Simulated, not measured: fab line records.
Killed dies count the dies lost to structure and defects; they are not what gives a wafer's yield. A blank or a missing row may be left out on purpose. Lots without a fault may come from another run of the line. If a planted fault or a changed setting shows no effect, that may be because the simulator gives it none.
Which tool is to blame? ; flow n5Finfet ; Sampling: 12 lots, 36 wafers, 4 of 1938 route steps

WHAT THE GAUGES READ, wafer by wafer
N5_SDB_INSPECT_36: inspects for defects (darkfield).
lot;measured;on;rawDefectCount
L075;day 4 06:11;defectInspect-02;16 27 32
L077;day 4 20:02;defectInspect-02;24 23 18
L079;day 5 09:12;defectInspect-02;24 44 25
L080;day 5 19:02;defectInspect-02;24 14 21
L083;day 6 08:55;defectInspect-01;78 45 35
L085;day 6 16:51;defectInspect-02;25 25 34
L087;day 7 06:22;defectInspect-02;22 21 14
L089;day 7 14:55;defectInspect-02;30 28 32
L091;day 8 07:20;defectInspect-02;45 40 33
L093;day 8 17:36;defectInspect-02;15 13 16
L095;day 9 04:57;defectInspect-01;47 32 26
L097;day 9 18:29;defectInspect-02;42 71 30

EACH LOT AND THE TOOL THAT RAN IT (in order: tool; ch and the chambers of the sampled wafers; start)
lot;N5_ILD0_LINER_00;N5_SDB_ETCH_17;N5_SDB_ETCH_18
L075;aldSin-04 ch 0,1, day 3 19:17;rieDiel-04 ch 2,3, day 4 02:10;rieDiel-04 ch 2,3, day 4 02:13
L077;aldSin-03 ch 1,2, day 4 08:32;rieDiel-06 ch 0,1, day 4 15:38;rieDiel-06 ch 0,1, day 4 15:41
L079;aldSin-03 ch 0,1,2, day 4 22:13;rieDiel-05 ch 0,2,3, day 5 05:23;rieDiel-05 ch 0,2,3, day 5 05:25
L080;aldSin-01 ch 0,3, day 5 08:19;rieDiel-06 ch 0,1,2, day 5 15:11;rieDiel-06 ch 0,1,2, day 5 15:13
L083;aldSin-03 ch 0,1, day 5 20:34;rieDiel-05 ch 2,3, day 6 04:44;rieDiel-05 ch 2,3, day 6 04:46
L085;aldSin-03 ch 0,2, day 6 06:00;rieDiel-05 ch 0,2, day 6 13:02;rieDiel-05 ch 0,2, day 6 13:05
L087;aldSin-04 ch 1,2,3, day 6 19:19;rieDiel-05 ch 0,1, day 7 02:31;rieDiel-05 ch 0,1, day 7 02:33
L089;aldSin-03 ch 1,2,3, day 7 04:16;rieDiel-06 ch 0,2,3, day 7 11:03;rieDiel-06 ch 0,2,3, day 7 11:05
L091;aldSin-03 ch 1,3, day 7 20:34;rieDiel-04 ch 2,3, day 8 03:25;rieDiel-04 ch 2,3, day 8 03:27
L093;aldSin-03 ch 0,1,3, day 8 05:28;rieDiel-06 ch 0,1,2, day 8 12:32;rieDiel-06 ch 0,1,2, day 8 12:34
L095;aldSin-01 ch 0,2, day 8 17:52;rieDiel-06 ch 0,1,2, day 9 00:45;rieDiel-06 ch 0,1,2, day 9 00:47
L097;aldSin-03 ch 1,2, day 9 07:22;rieDiel-06 ch 2,3, day 9 14:34;rieDiel-06 ch 2,3, day 9 14:37
- N5_ILD0_LINER_00: material SiNx, target thk 4 nm, pulse time 1 s, purge time 2 s.
- N5_SDB_ETCH_17: etches SiARC in CF4, target depth 23.4 nm, time 39 s.
- N5_SDB_ETCH_18: etches SOC in N2/H2, target depth 100 nm, overetch 20 nm, time 150 s.

THE ANSWER, worked out from the rows above alone
Rule: the usual values come from the lots themselves. The widest of any qualifying gaps counts: lots, ordered by their means at a reading, are off when they make up no more than a third of the lots, leave a main group of 4 or more, and stand apart from it by 3 or more times the standard deviation of that group's means. A main group whose means are all the same, to the digits that the tables above print for the reading, isn't used. A lot without any number at a reading at which 4 lots or more have one is off too. All remaining lots with rows at the step are treated as sound.
None of the lots is off at any reading shown; this tells nothing.

WHAT THE SIMULATOR HAD INSERTED
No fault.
